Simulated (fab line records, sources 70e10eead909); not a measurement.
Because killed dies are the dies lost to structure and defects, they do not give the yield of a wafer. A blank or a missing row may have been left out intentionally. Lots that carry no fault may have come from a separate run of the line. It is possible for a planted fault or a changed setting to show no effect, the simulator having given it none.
Which tool did it? / flow nand harc / 36 wafers from 12 lots sampled at 5 of the route's 1302 steps

== WHAT EACH GAUGE READ, for each wafer ==
NHARC_END_SORT_01. Usual: killed at array 57, standard deviation 20; killed at other 1.0, standard deviation 1.5; killed at periphery 3.5, standard deviation 2.5; killed dies 62, standard deviation 21; killed open 3.5, standard deviation 1.9; killed short 2.4, standard deviation 1.6.
lot=L232; measured=day 29 22:08; on=prober-01; killed at array=70 68 48; killed at other=8 1 3; killed at periphery=599 608 626; killed dies=677 677 677; killed open=4 1 3; killed short=2 0 1; flag=OFF
lot=L233; measured=day 30 10:13; on=prober-02; killed at array=59 71 74; killed at other=1 1 0; killed at periphery=617 605 603; killed dies=677 677 677; killed open=3 5 8; killed short=1 3 0; flag=OFF

== TOOL THAT RAN EACH LOT (tool first, then ch and the chambers of the sampled wafers, then the start) ==
lot=L220; NHARC_P_STI_HM_DEP_30=lpcvd-02 ch 0, day 3 02:07; NHARC_THIN_TSV_DESCUM_14=rie diel-09 ch 1,2, day 24 07:45; NHARC_THIN_TSV_DESCUM_35=rie diel-09 ch 2,3, day 24 14:28; NHARC_THIN_TSV_ETCH_59=rie metal-02 ch 0,1, day 24 14:37
lot=L221; NHARC_P_STI_HM_DEP_30=lpcvd-01 ch 1, day 3 11:14; NHARC_THIN_TSV_DESCUM_14=rie diel-11 ch 0,1, day 24 08:50; NHARC_THIN_TSV_DESCUM_35=rie diel-11 ch 1,2,3, day 24 15:01; NHARC_THIN_TSV_ETCH_59=rie metal-03 ch 0,1, day 24 15:08
lot=L222; NHARC_P_STI_HM_DEP_30=lpcvd-02 ch 1, day 3 22:04; NHARC_THIN_TSV_DESCUM_14=rie diel-03 ch 0,2,3, day 24 23:29; NHARC_THIN_TSV_DESCUM_35=rie diel-09 ch 0,1,3, day 25 05:20; NHARC_THIN_TSV_ETCH_59=rie metal-03 ch 0,1, day 25 05:28
lot=L224; NHARC_P_STI_HM_DEP_30=lpcvd-02 ch 1, day 4 19:16; NHARC_THIN_TSV_DESCUM_14=rie diel-09 ch 0,1,2, day 26 10:23; NHARC_THIN_TSV_DESCUM_35=rie diel-09 ch 1,2,3, day 26 16:20; NHARC_THIN_TSV_ETCH_59=rie metal-01 ch 0,1, day 26 16:31
lot=L228; NHARC_P_STI_HM_DEP_30=lpcvd-02 ch 1, day 6 10:37; NHARC_THIN_TSV_DESCUM_14=rie diel-11 ch 0,2,3, day 27 23:40; NHARC_THIN_TSV_DESCUM_35=rie diel-09 ch 1,2, day 28 05:27; NHARC_THIN_TSV_ETCH_59=rie metal-02 ch 0,1, day 28 05:34
lot=L229; NHARC_P_STI_HM_DEP_30=lpcvd-02 ch 1, day 6 21:44; NHARC_THIN_TSV_DESCUM_14=rie diel-11 ch 0,2,3, day 28 04:24; NHARC_THIN_TSV_DESCUM_35=rie diel-09 ch 2,3, day 28 10:11; NHARC_THIN_TSV_ETCH_59=rie metal-02 ch 0,1, day 28 10:19
lot=L230; NHARC_P_STI_HM_DEP_30=lpcvd-01 ch 0, day 7 06:53; NHARC_THIN_TSV_DESCUM_14=rie diel-09 ch 1,2, day 28 12:15; NHARC_THIN_TSV_DESCUM_35=rie diel-09 ch 0,1,2, day 28 18:04; NHARC_THIN_TSV_ETCH_59=rie metal-01 ch 0,1, day 28 18:11
lot=L231; NHARC_P_STI_HM_DEP_30=lpcvd-02 ch 1, day 7 15:20; NHARC_THIN_TSV_DESCUM_14=rie diel-11 ch 1,2, day 28 15:31; NHARC_THIN_TSV_DESCUM_35=rie diel-09 ch 0,1, day 28 21:26; NHARC_THIN_TSV_ETCH_59=rie metal-02 ch 0,1, day 28 21:36
lot=L232; NHARC_P_STI_HM_DEP_30=lpcvd-02 ch 1, day 8 03:00; NHARC_THIN_TSV_DESCUM_14=-; NHARC_THIN_TSV_DESCUM_35=-; NHARC_THIN_TSV_ETCH_59=-
lot=L233; NHARC_P_STI_HM_DEP_30=lpcvd-02 ch 1, day 8 10:37; NHARC_THIN_TSV_DESCUM_14=-; NHARC_THIN_TSV_DESCUM_35=-; NHARC_THIN_TSV_ETCH_59=-
lot=L238; NHARC_P_STI_HM_DEP_30=lpcvd-01 ch 1, day 10 19:24; NHARC_THIN_TSV_DESCUM_14=rie diel-03 ch 0,1,2, day 32 06:02; NHARC_THIN_TSV_DESCUM_35=rie diel-03 ch 0,1, day 32 11:59; NHARC_THIN_TSV_ETCH_59=rie metal-02 ch 0,1, day 32 12:07
lot=L241; NHARC_P_STI_HM_DEP_30=lpcvd-01 ch 0, day 11 20:01; NHARC_THIN_TSV_DESCUM_14=rie diel-11 ch 2,3, day 33 09:43; NHARC_THIN_TSV_DESCUM_35=rie diel-03 ch 0,2, day 33 15:30; NHARC_THIN_TSV_ETCH_59=rie metal-03 ch 0,1, day 33 15:37
- NHARC_P_STI_HM_DEP_30: deposits Si3N4, target thk 80 nm, time 873 s.
- NHARC_THIN_TSV_DESCUM_14: chemistry O2, time 3 s.
- NHARC_THIN_TSV_DESCUM_35: chemistry O2, time 3 s.
- NHARC_THIN_TSV_ETCH_59: etches the open film in Cl2/BCl3, target depth 880 nm, time 138.1 s.

== WHAT THE TOOLS THEMSELVES READ (means of the sampled wafers that have a number; where no wafer has one, the mark that the record gives instead) ==
NHARC_P_STI_HM_DEP_30. Usual: susceptor temp C reads 790.0 C (standard deviation 0.34).
lot=L220; tool=lpcvd-02; susceptor temp C (C)=790.1; flag=
lot=L221; tool=lpcvd-01; susceptor temp C (C)=790.2; flag=
lot=L222; tool=lpcvd-02; susceptor temp C (C)=789.8; flag=
lot=L224; tool=lpcvd-02; susceptor temp C (C)=790.5; flag=
lot=L228; tool=lpcvd-02; susceptor temp C (C)=790.3; flag=
lot=L229; tool=lpcvd-02; susceptor temp C (C)=790.0; flag=
lot=L230; tool=lpcvd-01; susceptor temp C (C)=790.1; flag=
lot=L231; tool=lpcvd-02; susceptor temp C (C)=790.1; flag=
lot=L232; tool=lpcvd-02; susceptor temp C (C)=790.2; flag=
lot=L233; tool=lpcvd-02; susceptor temp C (C)=790.2; flag=
lot=L238; tool=lpcvd-01; susceptor temp C (C)=790.0; flag=
lot=L241; tool=lpcvd-01; susceptor temp C (C)=790.1; flag=

NHARC_THIN_TSV_DESCUM_14. Usual: drypump motor current A 5.7 A, standard deviation 0.31; oes product au 0.999 a.u., standard deviation 0.0088; rf vpp V 57.8 V, standard deviation 0.93; showerhead plenum p Torr 1.90 Torr, standard deviation 0.077; throttle valve pct 11.309 %, standard deviation 0.0079.
lot=L220; tool=rie diel-09; drypump motor current A (A)=5.9; oes product au (a.u.)=1.009; rf vpp V (V)=57.3; showerhead plenum p Torr (Torr)=1.87; throttle valve pct (%)=11.317; flag=
lot=L221; tool=rie diel-11; drypump motor current A (A)=5.6; oes product au (a.u.)=0.998; rf vpp V (V)=57.7; showerhead plenum p Torr (Torr)=1.93; throttle valve pct (%)=11.303; flag=
lot=L222; tool=rie diel-03; drypump motor current A (A)=5.6; oes product au (a.u.)=0.995; rf vpp V (V)=59.2; showerhead plenum p Torr (Torr)=1.96; throttle valve pct (%)=11.302; flag=
lot=L224; tool=rie diel-09; drypump motor current A (A)=5.7; oes product au (a.u.)=0.997; rf vpp V (V)=58.5; showerhead plenum p Torr (Torr)=1.88; throttle valve pct (%)=11.304; flag=
lot=L228; tool=rie diel-11; drypump motor current A (A)=5.6; oes product au (a.u.)=0.987; rf vpp V (V)=57.3; showerhead plenum p Torr (Torr)=1.84; throttle valve pct (%)=11.307; flag=
lot=L229; tool=rie diel-11; drypump motor current A (A)=5.7; oes product au (a.u.)=0.993; rf vpp V (V)=57.6; showerhead plenum p Torr (Torr)=1.84; throttle valve pct (%)=11.303; flag=
lot=L230; tool=rie diel-09; drypump motor current A (A)=5.9; oes product au (a.u.)=0.993; rf vpp V (V)=57.3; showerhead plenum p Torr (Torr)=1.87; throttle valve pct (%)=11.305; flag=
lot=L231; tool=rie diel-11; drypump motor current A (A)=5.5; oes product au (a.u.)=0.999; rf vpp V (V)=58.4; showerhead plenum p Torr (Torr)=1.97; throttle valve pct (%)=11.304; flag=
lot=L238; tool=rie diel-03; drypump motor current A (A)=5.8; oes product au (a.u.)=1.000; rf vpp V (V)=57.9; showerhead plenum p Torr (Torr)=1.92; throttle valve pct (%)=11.312; flag=
lot=L241; tool=rie diel-11; drypump motor current A (A)=5.8; oes product au (a.u.)=0.994; rf vpp V (V)=57.2; showerhead plenum p Torr (Torr)=1.82; throttle valve pct (%)=11.316; flag=

NHARC_THIN_TSV_DESCUM_35. Usual: drypump motor current A 5.7 A, standard deviation 0.32; oes product au 0.999 a.u., standard deviation 0.0075; rf vpp V 57.7 V, standard deviation 0.83; showerhead plenum p Torr 1.90 Torr, standard deviation 0.077; throttle valve pct 11.310 %, standard deviation 0.0086.
lot=L220; tool=rie diel-09; drypump motor current A (A)=5.9; oes product au (a.u.)=0.998; rf vpp V (V)=58.3; showerhead plenum p Torr (Torr)=1.96; throttle valve pct (%)=11.304; flag=
lot=L221; tool=rie diel-11; drypump motor current A (A)=5.6; oes product au (a.u.)=0.998; rf vpp V (V)=58.2; showerhead plenum p Torr (Torr)=1.89; throttle valve pct (%)=11.310; flag=
lot=L222; tool=rie diel-09; drypump motor current A (A)=5.6; oes product au (a.u.)=1.000; rf vpp V (V)=57.8; showerhead plenum p Torr (Torr)=1.90; throttle valve pct (%)=11.313; flag=
lot=L224; tool=rie diel-09; drypump motor current A (A)=5.8; oes product au (a.u.)=0.996; rf vpp V (V)=57.5; showerhead plenum p Torr (Torr)=1.89; throttle valve pct (%)=11.305; flag=
lot=L228; tool=rie diel-09; drypump motor current A (A)=5.7; oes product au (a.u.)=1.003; rf vpp V (V)=57.5; showerhead plenum p Torr (Torr)=1.82; throttle valve pct (%)=11.308; flag=
lot=L229; tool=rie diel-09; drypump motor current A (A)=6.0; oes product au (a.u.)=0.995; rf vpp V (V)=57.9; showerhead plenum p Torr (Torr)=1.93; throttle valve pct (%)=11.309; flag=
lot=L230; tool=rie diel-09; drypump motor current A (A)=5.6; oes product au (a.u.)=1.005; rf vpp V (V)=57.8; showerhead plenum p Torr (Torr)=1.88; throttle valve pct (%)=11.303; flag=
lot=L231; tool=rie diel-09; drypump motor current A (A)=5.5; oes product au (a.u.)=1.000; rf vpp V (V)=57.0; showerhead plenum p Torr (Torr)=1.84; throttle valve pct (%)=11.314; flag=
lot=L238; tool=rie diel-03; drypump motor current A (A)=5.7; oes product au (a.u.)=1.000; rf vpp V (V)=57.2; showerhead plenum p Torr (Torr)=1.88; throttle valve pct (%)=11.319; flag=
lot=L241; tool=rie diel-03; drypump motor current A (A)=5.6; oes product au (a.u.)=0.991; rf vpp V (V)=58.0; showerhead plenum p Torr (Torr)=1.98; throttle valve pct (%)=11.309; flag=

NHARC_THIN_TSV_ETCH_59. Usual: bcl3 flow sccm 29.99 sccm, standard deviation 0.094; drypump motor current A 5.7 A, standard deviation 0.56; oes product au 0.999 a.u., standard deviation 0.0093; rf fwd power W 895.7 W, standard deviation 2.7; throttle valve pct 22.263 %, standard deviation 0.008.
lot=L220; tool=rie metal-02; bcl3 flow sccm (sccm)=29.99; drypump motor current A (A)=5.5; oes product au (a.u.)=1.001; rf fwd power W (W)=895.4; throttle valve pct (%)=22.269; flag=
lot=L221; tool=rie metal-03; bcl3 flow sccm (sccm)=29.94; drypump motor current A (A)=5.2; oes product au (a.u.)=0.996; rf fwd power W (W)=894.2; throttle valve pct (%)=22.257; flag=
lot=L222; tool=rie metal-03; bcl3 flow sccm (sccm)=30.10; drypump motor current A (A)=5.2; oes product au (a.u.)=0.993; rf fwd power W (W)=898.0; throttle valve pct (%)=22.261; flag=
lot=L224; tool=rie metal-01; bcl3 flow sccm (sccm)=29.95; drypump motor current A (A)=6.1; oes product au (a.u.)=1.012; rf fwd power W (W)=898.3; throttle valve pct (%)=22.267; flag=
lot=L228; tool=rie metal-02; bcl3 flow sccm (sccm)=29.99; drypump motor current A (A)=5.5; oes product au (a.u.)=0.991; rf fwd power W (W)=896.4; throttle valve pct (%)=22.266; flag=
lot=L229; tool=rie metal-02; bcl3 flow sccm (sccm)=29.88; drypump motor current A (A)=5.9; oes product au (a.u.)=0.998; rf fwd power W (W)=897.8; throttle valve pct (%)=22.268; flag=
lot=L230; tool=rie metal-01; bcl3 flow sccm (sccm)=30.03; drypump motor current A (A)=6.3; oes product au (a.u.)=0.999; rf fwd power W (W)=893.9; throttle valve pct (%)=22.261; flag=
lot=L231; tool=rie metal-02; bcl3 flow sccm (sccm)=29.90; drypump motor current A (A)=5.9; oes product au (a.u.)=1.002; rf fwd power W (W)=895.5; throttle valve pct (%)=22.267; flag=
lot=L238; tool=rie metal-02; bcl3 flow sccm (sccm)=30.03; drypump motor current A (A)=5.9; oes product au (a.u.)=0.994; rf fwd power W (W)=898.0; throttle valve pct (%)=22.268; flag=
lot=L241; tool=rie metal-03; bcl3 flow sccm (sccm)=30.00; drypump motor current A (A)=5.5; oes product au (a.u.)=1.004; rf fwd power W (W)=896.0; throttle valve pct (%)=22.264; flag=

== THE ANSWER, worked out from the rows above alone ==
Rule: a lot is off if the mean of its wafers that have a number lies more than 3 standard deviations from the usual mean. A lot without any number at a reading at which 4 lots or more have one is off too. All remaining lots with rows at the step are treated as sound. First the gauges in route order, then the tools' own readings, where a lot's mean is used as printed above. At the first step where some lot is off, the reading lying furthest off is the one used; lots without a number count as furthest.
Off, at NHARC_END_SORT_01 on killed at periphery: L232, L233. Neither off nor sound, because the step has no rows for them: L220, L221, L222, L224, L228, L229, L230, L231, L238, L241.
A tool fits if, at a process step before that reading, it ran every lot that is off, and no sound lot after the first of them. Gauges at NHARC_END_SORT_01: tried the same way as those tools. One candidate fits, namely lpcvd-02 at NHARC_P_STI_HM_DEP_30. It ran no sound lot before its first lot that is off in this sample, so the start can't be narrowed down.

== WHAT WAS PUT IN BY THE SIMULATOR ==
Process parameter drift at NHARC_P_STI_HM_DEP_30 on lpcvd-02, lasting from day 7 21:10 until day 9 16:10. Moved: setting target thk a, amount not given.
Lots struck among those shown: L232, L233. The rule above reached the same finding.
